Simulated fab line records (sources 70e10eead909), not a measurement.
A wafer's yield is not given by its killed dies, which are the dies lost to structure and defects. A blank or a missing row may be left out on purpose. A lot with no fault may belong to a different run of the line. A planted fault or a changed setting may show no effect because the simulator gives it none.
2 desks looking at one fault -- flow nandHarc -- what lay behind the numbers comes last; until then each desk has only its own

## TOOL OWNER'S DESK, harEtch-01
The tool's own readings at NHARC_A_CHANNEL_HOLE_D1_ETCH_23 (etches the open film in C4F8/O2/Ar, time 819 s, target depth 1600 nm): means of the sampled wafers that have a number, for each lot that ran on this tool. If a lot's mean is further than 4 standard deviations from the usual mean, the lot is out of limits and carries the mark OUT (the distance appears in the brackets).
Columns: A = c4f8FlowSccm at NHARC_A_CHANNEL_HOLE_D1_ETCH_23, usual 89.29 sccm; B = drypumpMotorCurrentA at NHARC_A_CHANNEL_HOLE_D1_ETCH_23, usual 6.2 A; C = showerheadPlenumPTorr at NHARC_A_CHANNEL_HOLE_D1_ETCH_23, usual 3.69 Torr; D = tempC at NHARC_A_CHANNEL_HOLE_D1_ETCH_23, usual -20.01 C; E = throttleValvePct at NHARC_A_CHANNEL_HOLE_D1_ETCH_23, usual 32.154 %
lot,first seen here,A,B,C,D,E
L397,day 9 03:29,89.70,6.5,3.78,-19.98,32.149
L396,day 9 07:31,89.26,6.5,3.80,-20.04,32.154
L400,day 9 22:40,89.26,6.5,3.77,-20.10,32.152
L403,day 10 20:40,89.10,6.5,3.77,-20.00,32.157
L406,day 11 19:53,89.32,6.5,3.76,-20.13,32.153
L411,day 13 09:12,89.14,6.5,3.77,-19.91,32.154
Finding of this desk: none of the 6 lots has anything out of limits.

## THE DEFECT DESK
For each lot, the counts of the inspections along the route, averaged over the sampled wafers that have a number. If a lot's mean is further than 4 standard deviations from the usual mean, the lot is out of limits and carries the mark OUT (the distance appears in the brackets).
Columns: A = rawDefectCount at NHARC_A_CHANNEL_HOLE_D1_INSPECT_40, usual 56
lot,first seen here,A
L397,day 9 07:40,61
L396,day 9 11:49,64
L399,day 9 17:08,51
L400,day 10 02:57,67
L401,day 10 07:06,50
L403,day 11 01:06,65
L404,day 11 01:06,39
L406,day 12 00:10,76
L411,day 13 13:07,243 (+12) OUT
L416,day 13 18:08,43
L417,day 14 05:46,73
Finding of this desk: L411 out of limits; the first was L411 at day 13 13:07, on rawDefectCount at NHARC_A_CHANNEL_HOLE_D1_INSPECT_40. In limits: L397, L396, L399, L400, L401, L403, L404, L406, L416, L417.

## TAKEN TOGETHER
The defect desk could have raised an alarm at day 13 13:07, on L411.
The desk of the tool owner found nothing out of limits.
On record at the tool owner's desk: L411, within its limits.
All the named lots went through NHARC_A_CHANNEL_HOLE_D1_ETCH_23 on harEtch-01.

## WHAT THE SIMULATOR PUT IN
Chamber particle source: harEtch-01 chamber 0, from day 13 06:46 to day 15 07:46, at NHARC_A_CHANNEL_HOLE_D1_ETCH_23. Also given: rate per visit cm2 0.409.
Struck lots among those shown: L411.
Hours from the fault's start to each desk's first reading out of limits: the defect desk, 6.
